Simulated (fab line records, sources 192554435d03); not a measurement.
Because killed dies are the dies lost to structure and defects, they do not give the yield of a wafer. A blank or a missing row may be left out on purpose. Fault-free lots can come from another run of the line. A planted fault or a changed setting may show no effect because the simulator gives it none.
fab line records + flow n5Finfet
record:
- lots: 4
- wafers: 12
- lastDay: 18
route steps=1938 shown BEOL_M5@1185 BEOL_M6@1194 PASSIVATION@1936
lots that met no fault: from a run of the same line without faults
startH: hours from the record's opening day to when the first of the lot's shown wafers began + waitH: time in hours since the lot's previous step + " unchanged from the row above + L1.1+2: a single row standing in for several wafers + - value missing, or start not given + * or withheld: withheld + < > ~ a bound
route shown NAME@n: NAME is a module with steps in the file, n the number in the route of the first one + usual: average and standard deviation across the fault-free wafers + same: alike in all rows + chamber/n: place in a boat + sites: readings site by site + _std_site: the values' standard deviation + _edge_site: outer sites' mean less inner sites' + radiusMm: for every site, how far away it sits from the centre of the wafer + mask NAME#n: copy n + behind: tool/chamber where the wafer was last shaped + hold: why the lot was held/for how many hours/how that ended + device: the transistor (n, p or np) that didn't switch + end of line: the route-end tests of the same wafers + for a step that has no rows: nothing shown but its recipe + killed: dies that structure and defects cost at the first sort, which is not the same as the wafer's yield + map: per-die view of a wafer (x killed, . not killed, _ where there is no die)
set.NAME: the run value of the setting; set.NAME@STEP: its run value at that earlier step + model.NAME: the simulator's own value behind a step, which no gauge read
lots at selected steps of the route; one table per step, one row per wafer
services: from which hour (startH, from the record's first day; less than 0 if before it) a tool's chamber was out of use, for how many hours, and why
== steps ==
step: N5_BEOL_M5_ANNEAL_51
recipe:
- tempC: 225
- timeS: 90
- ambient: N2
step: N5_BEOL_M5_CMP_52
recipe:
- stopOn: SiCOH_lowk
- tOverpolishS: 6.9
- downForcePsi: 1
- platenRpm: 50
- clearingPlatenDownForcePsi: 1.5
- clearingPlatenRpm: 50
- postCmpClean: cuAlkaline
- targetThkNm: 62
- clearingPlatenPadVelocityMS: 0.99484
- padVelocityMS: 0.99484
step: N5_BEOL_M5_PRE_CLEAN_77
recipe:
- gas: NH3/H2
- timeS: 15
- tempC: *
- rfPowerW: 300
step: N5_BEOL_M5_CO_CAP_78
recipe:
- material: Co
- targetThkA: 20
- tempC: 200
- precursor: CCTBA/H2
- pressureTorr: 30
- timeS: 102.1
step: N5_BEOL_M5_PRE_CLEAN_55
recipe:
- gas: NH3
- timeS: 15
- tempC: withheld
- rfPowerW: 300
step: N5_BEOL_M5_DEP_56
recipe:
- material: SiCN
- targetThkA: 80
- tempC: withheld
- precursor: 3MS/NH3
- pressureTorr: 3
- rfW: 202
- timeS: 14
step: N5_BEOL_M6_ILD_DEP_00
recipe:
- material: SiCOH_lowk
- targetThkA: 1797.5
- tempC: 300
- precursor: DEMS/porogen
- pressureTorr: 5
- rfW: 500
- timeS: 33.4
step: N5_BEOL_M6_CURE_74
recipe:
- tempC: 385
- timeS: 240
- ambient: He/Ar
- material: SiCOH_lowk
step: N5_BEOL_M6_PECVD_70
recipe:
- material: SiO2
- targetThkA: 200
- tempC: 400
- precursor: TEOS/O2
- pressureTorr: 5.5
- rfW: 450
- teosFlowSccm: 53.8
- gas: O2
- flowSccm: 3000
- timeS: 22.7
usual:
- heaterPowerW: 734/110
- showerheadPlenumPTorr: 8.79/0.061
- throttleValvePct: 22.7/1.1
| lot.wafer | tool     | chamber | startH | waitH | heaterPowerW | showerheadPlenumPTorr | throttleValvePct | model.SiO2_of_BEOL_M6_PECVD_70.thkNm |
|-----------|----------|---------|--------|-------|--------------|-----------------------|------------------|--------------------------------------|
| L176.1    | pecvd-01 | 2       | 231.79 | 0.0   | 622          | 8.73                  | 22.2             | 20                                   |
| L176.2    | "        | 0       | "      | "     | 792          | 8.84                  | 22.9             | 20                                   |
| L176.5    | "        | 1       | "      | "     | 680          | 8.71                  | 23.1             | 20.2                                 |
| L185.1    | pecvd-01 | 1       | 290.88 | 0.0   | 691          | 8.71                  | 23.1             | 30.8                                 |
| L185.4    | "        | 2       | "      | "     | 712          | 8.74                  | 22.1             | 31.4                                 |
| L185.6    | "        | 0       | "      | "     | 788          | 8.86                  | 22.8             | 31                                   |
| L186.1    | pecvd-01 | 2       | 296.78 | 0.0   | 704          | 8.75                  | 22.3             | 31.2                                 |
| L186.5    | "        | 2       | "      | "     | 700          | 8.75                  | 22.2             | 20.4                                 |
| L186.6    | "        | 1       | "      | "     | 755          | 8.71                  | 23.0             | 31.4                                 |
| L192.1    | pecvd-03 | 2       | 332.69 | 0.0   | 529          | 8.80                  | 21.2             | 20.2                                 |
| L192.5    | "        | 1       | "      | "     | 872          | 8.79                  | 22.5             | 20.2                                 |
| L192.6    | "        | 2       | "      | "     | 510          | 8.82                  | 21.2             | 20.4                                 |
step: N5_BEOL_M6_HM_DEP_02
recipe:
- material: TiN
- targetThkA: 200
- tempC: 25
- chamberPressurePa: 0.49996
step: N5_BEOL_M6_COAT_59
recipe:
- resist: SOC
- tempC: 250
- timeS: 60
- spinRpm: 1500
- resistThkNm: 100
step: N5_BEOL_M6_COAT_60
recipe:
- resist: SiARC
- tempC: 220
- timeS: 60
- spinRpm: 1500
- resistThkNm: 35
step: N5_BEOL_M6_COAT_05
recipe:
- resist: CAR-ArF
- spinRpm: 1500
- resistThkNm: 90
step: N5_BEOL_M6_EBR_07
recipe:
- solvent: PGMEA
- ebrWidthMm: 1.5
step: N5_BEOL_M6_SOFTBAKE_06
recipe:
- tempC: 110
- timeS: 60
- resist: CAR-ArF
step: N5_BEOL_M6_EXPOSE_08
recipe:
- maskId: M6
- na: 1.35
- sourceShape: dipole
- sigmaInner: 0.817
- sigmaOuter: 0.97
- polarization: te
- doseMj: 68.25
step: N5_BEOL_M6_PEB_09
recipe:
- pebTempC: withheld
- pebTimeS: 60
- resist: CAR-ArF
step: N5_BEOL_M6_DEVELOP_10
recipe:
- developTimeS: 30
- developer: TMAH
- resist: CAR-ArF
- rinseLiquid: diw
- dry: airSpin
- devTempC: 23
step: N5_BEOL_M6_DESCUM_16
recipe:
- chemistry: O2
- timeS: 7.9
- sourcePowerW: 50
- biasPowerW: 20
- pressureMtorr: 20
- rfFrequencyHz: 2.712e+07
- tempC: 40
- resist: CAR-ArF
- o2FlowSccm: 225
step: N5_BEOL_M6_ETCH_61
recipe:
- chemistry: CF4
- target: SiARC
- targetDepthA: 455
- maskMaterial: CAR-ArF
- timeS: 75.8
- ionEnergyEv: 80
- pressureMtorr: 40
- sourceW: 545
- biasW: 36
- Ar_flow_sccm: 100
- cf4FlowSccm: 100
- ends: cleared
step: N5_BEOL_M6_ETCH_62
recipe:
- chemistry: N2/H2
- target: SOC
- targetDepthA: 1100
- overetchA: 220
- maskMaterial: SiARC
- tempC: 40
- timeS: 165
- ionEnergyEv: 200
- pressureMtorr: 30
- sourceW: 840
- biasW: 150
- n2FlowSccm: 200
- h2FlowSccm: 200
step: N5_BEOL_M6_STRIP_68
recipe:
- chemistry: N2/H2
- tempC: 40
- n2FlowSccm: 200
- h2FlowSccm: 200
- rfFrequencyHz: 6e+07
step: N5_BEOL_M6_STRIP_67
recipe:
- chemistry: CF4
- resist: SiARC
- powerW: 300
- biasPowerW: 75
- pressureMtorr: 50
- cf4FlowSccm: 150
- rfFrequencyHz: 6e+07
step: N5_BEOL_M6_HM_OPEN_17
recipe:
- chemistry: Cl2/BCl3
- targetDepthA: 200
- overetchA: 60
- target: TiN
- maskMaterial: SOC
- ionEnergyEv: 150
- pressureMtorr: 10
- icpW: 1000
- biasW: 126
- Cl2_flow_sccm: 53.25
- bcl3FlowSccm: 21.75
- Ar_flow_sccm: 25
step: N5_BEOL_M6_STRIP_19
recipe:
- chemistry: O2
- powerW: 400
- tempC: 40
- pressureMtorr: 30
- rfFrequencyHz: 6e+07
- biasPowerW: 0
- overashFraction: 0.2
- o2FlowSccm: 225
step: N5_BEOL_M6_COAT_63
recipe:
- resist: SOC
- tempC: 250
- timeS: 60
- spinRpm: 1500
- resistThkNm: 60
step: N5_BEOL_M6_COAT_64
recipe:
- resist: SiARC
- tempC: 220
- timeS: 60
- spinRpm: 1500
- resistThkNm: 12
step: N5_BEOL_M6_COAT_71
recipe:
- resist: underlayer
- tempC: 205
- timeS: 60
- spinRpm: 1500
- resistThkNm: 5
step: N5_BEOL_M6_COAT_22
recipe:
- resist: CAR-EUV
- spinRpm: 1500
- resistThkNm: 30
step: N5_BEOL_M6_EBR_24
recipe:
- solvent: PGMEA
- ebrWidthMm: 1.5
step: N5_BEOL_M6_SOFTBAKE_23
recipe:
- tempC: 110
- timeS: 60
- resist: CAR-EUV
step: N5_BEOL_M6_EXPOSE_25
recipe:
- maskId: V5
- na: 0.33
- sourceShape: annular
- sigmaInner: 0.4
- sigmaOuter: 0.8
- polarization: unpolarized
- targetCdNm: 40
- doseMj: 45
step: N5_BEOL_M6_PEB_26
recipe:
- pebTempC: 100
- pebTimeS: 60
- resist: CAR-EUV
step: N5_BEOL_M6_DEVELOP_27
recipe:
- developTimeS: 30
- developer: TMAH
- resist: CAR-EUV
- rinseLiquid: surfactantRinse
- dry: airSpin
- devTempC: 23
step: N5_BEOL_M6_HM_STRIP_39
recipe:
- chemistry: peroxideTinStrip
- material: TiN
- targetDepthA: 250
- tempC: 50
- timeS: 158
| lot.wafer | tool        | chamber | startH | waitH | model.SiO2_of_BEOL_M6_PECVD_70.thkNm |
|-----------|-------------|---------|--------|-------|--------------------------------------|
| L176.1+2  | wetBench-01 | 2,0     | 235.04 | 0.0   | 19.8                                 |
| L176.5    | "           | 3       | "      | "     | 20                                   |
| L185.1    | wetBench-02 | 7       | 299.51 | 0.0   | 30.6                                 |
| L185.4    | "           | 6       | "      | "     | 31.2                                 |
| L185.6    | "           | 0       | "      | "     | 30.8                                 |
| L186.1    | wetBench-01 | 4       | 301.14 | 0.0   | 31                                   |
| L186.5    | "           | 6       | "      | "     | 20.2                                 |
| L186.6    | "           | 5       | "      | "     | 31.2                                 |
| L192.1+6  | wetBench-02 | 6,2     | 338.18 | 0.0   | 20.2                                 |
| L192.5    | "           | 1       | "      | "     | 20                                   |
step: N5_BEOL_M6_CMP_52
recipe:
- stopOn: SiCOH_lowk
- tOverpolishS: 6.9
- downForcePsi: 1
- platenRpm: 50
- clearingPlatenDownForcePsi: 1.5
- clearingPlatenRpm: 50
- postCmpClean: cuAlkaline
- targetThkNm: 80
- clearingPlatenPadVelocityMS: 0.99484
- padVelocityMS: 0.99484
usual:
- barrierFieldEndpointS: 28.5/0.86
- motorCurrentA: 6.1/0.42
- overpolishRunS: 6.901/0.0083
| lot.wafer | tool   | chamber | startH | waitH | barrierFieldEndpointS | motorCurrentA | overpolishRunS |
|-----------|--------|---------|--------|-------|-----------------------|---------------|----------------|
| L176.1    | cmp-02 | 0       | 237.92 | 0.3   | 28.2                  | 6.6           | 6.919          |
| L176.2    | "      | 1       | "      | "     | 28.0                  | 5.9           | 6.899          |
| L176.5    | "      | 2       | "      | "     | 28.0                  | 6.0           | 6.902          |
| L185.4    | cmp-04 | 0       | 301.71 | 0.1   | 44.4                  | 6.9           | 2.203          |
| L185.1    | "      | 2       | "      | "     | 42.6                  | 6.6           | 4.059          |
| L185.6    | "      | 0       | "      | "     | 43.7                  | 6.6           | 2.942          |
| L186.1    | cmp-02 | 0       | 304.50 | 0.4   | 42.3                  | 6.7           | 4.270          |
| L186.5    | "      | 1       | "      | "     | 28.7                  | 5.6           | 6.895          |
| L186.6    | "      | 2       | "      | "     | 41.6                  | 6.1           | 4.996          |
| L192.1    | cmp-03 | 2       | 340.82 | 0.3   | 29.3                  | 6.0           | 6.899          |
| L192.5    | "      | 1       | "      | "     | 29.1                  | 6.2           | 6.892          |
| L192.6    | "      | 2       | "      | "     | 28.7                  | 6.3           | 6.906          |
step: N5_PASSIVATION_PROBE_49
usual:
- defectLimitedYield: 91.7/1.5
- killed_at_M0_to_M3: 32/10
- killed_at_M4_up: 14/5.3
- killedAtContacts: 13/5.7
- killedAtFrontEnd: 37/10
- killedAtOther: 3.3/2.5
- killedDies: 98/18
- killedOpen: 65/13
- killedShort: 31/7.5
- sort_bin_5_function: 4.9/0.91
- sort_bin_6_memory: 3.1/0.71
- sortNPass: 1082/18
- sortYieldPct: 91.7/1.5
same:
- grossDies: 1180
- killedAtBackSide: 0
- sort_bin_4_leakage[%]: 0
- sort_bin_8_speed[%]: 0
| lot.wafer | tool      | chamber | startH | waitH | defectLimitedYield[%] | killed_at_M0_to_M3 | killed_at_M4_up | killedAtContacts | killedAtFrontEnd | killedAtOther | killedDies | killedOpen | killedShort | sort_bin_5_function[%] | sort_bin_6_memory[%] | sortNPass | sortYieldPct[%] |
|-----------|-----------|---------|--------|-------|-----------------------|--------------------|-----------------|------------------|------------------|---------------|------------|------------|-------------|------------------------|----------------------|-----------|-----------------|
| L192.1    | prober-02 | -       | 428.47 | 0.0   | 91.4                  | 26                 | 21              | 8                | 42               | 4             | 101        | 69         | 32          | 5.4                    | 2.7                  | 1079      | 91.4            |
| L192.5    | prober-02 | -       | 428.67 | 0.2   | 90.1                  | 26                 | 12              | 8                | 66               | 5             | 117        | 79         | 33          | 6.4                    | 2.7                  | 1063      | 90.1            |
| L192.6    | prober-02 | -       | 428.72 | 0.3   | 90.7                  | 39                 | 12              | 12               | 35               | 12            | 110        | 79         | 31          | 5.8                    | 3.1                  | 1070      | 90.7            |
killed by level:class
L192.1 STI_FIN_REVEAL:geometricParticle:open=9 FIN_SAQP:geometricParticle:open=7 BEOL_M3:geometricParticle:open=6 BEOL_M1:geometricParticle:open=6 FIN_CUT:geometricParticle:short=5 DUMMY_GATE:geometricParticle:open=5 MOL_CONTACT_COAG:geometricParticle:open=5 FIN_SAQP:geometricParticle:short=4
L192.5 STI_FIN_REVEAL:geometricParticle:open=25 DUMMY_GATE:geometricParticle:open=12 STI_FIN_REVEAL:geometricParticle:short=8 MOL_CONTACT_COAG:geometricParticle:open=7 BEOL_M2:geometricParticle:open=7 BEOL_M1:geometricParticle:open=5 BEOL_M3:geometricParticle:short=4 BEOL_M5:geometricParticle:open=4
L192.6 STI_FIN_REVEAL:geometricParticle:open=19 BEOL_M2:geometricParticle:open=18 MOL_CONTACT_COAG:geometricParticle:open=9 BEOL_M2:geometricParticle:short=7 PASS1_CAP:geometricParticle:open=6 BEOL_M4:geometricParticle:open=5 GATE_CUT:geometricParticle:short=4 BEOL_M0_SAQP:geometricParticle:open=4
== services ==
| tool     | chamber | startH | hours | kind                          |
|----------|---------|--------|-------|-------------------------------|
| cmp-02   | -       | 211.56 | 3.1   | pm                            |
| cmp-04   | -       | 212.74 | 4.0   | pm                            |
| cmp-04   | -       | 216.74 | -     | consumableReplace:conditioner |
| cmp-04   | -       | 216.74 | -     | consumableReplace:pad         |
| pecvd-01 | 2       | 254.64 | 5.5   | scheduledDown                 |
| pecvd-03 | 2       | 264.54 | 2.1   | scheduledDown                 |
| pecvd-03 | 0       | 271.69 | 5.5   | scheduledDown                 |
| cmp-04   | -       | 276.61 | 1.3   | repair                        |
| pecvd-01 | -       | 276.86 | 5.5   | pm                            |
| cmp-03   | -       | 305.07 | 4.0   | pm                            |
| pecvd-03 | 2       | 305.46 | 5.5   | scheduledDown                 |
| cmp-03   | -       | 309.07 | -     | consumableReplace:conditioner |
| cmp-03   | -       | 309.07 | -     | consumableReplace:pad         |
| pecvd-01 | 1       | 326.34 | 5.5   | scheduledDown                 |
| cmp-03   | -       | 329.00 | 0.5   | repair                        |
== key ==
firstSign:
- step: N5_BEOL_M6_CMP_52
- reading: overpolishRunS
- direction: down
- sigmas: 99+
- usual: 6.901
- struck: 3.694
effect:
- step: N5_BEOL_M6_CMP_52
- reading: barrierFieldEndpointS
- direction: up
- sigmas: 17
- usual: 28.5
- struck: 42.9
modelEffect:
- step: N5_BEOL_M6_PECVD_70
- value: SiO2_of_BEOL_M6_PECVD_70.thkNm
- without: 20
- struck: 31.16
modelEffect:
- step: N5_BEOL_M6_HM_STRIP_39
- value: SiO2_of_BEOL_M6_PECVD_70.thkNm
- without: 19.88
- struck: 30.96
metAt N5_BEOL_M6_PECVD_70
struckWafers L185.1,L185.4,L185.6,L186.1,L186.6
onsetBetween 231.79 290.88
fault:
- kind: processParameterDrift
- tool: pecvd-01
- chamber: -
- onsetH: 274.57
- steps: N5_BEOL_M6_PECVD_70
- channel: timeS
- offset: *
- shape: step
- endH: 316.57
- scope: struckWafersOnly
- actsIn: *
- stated: *
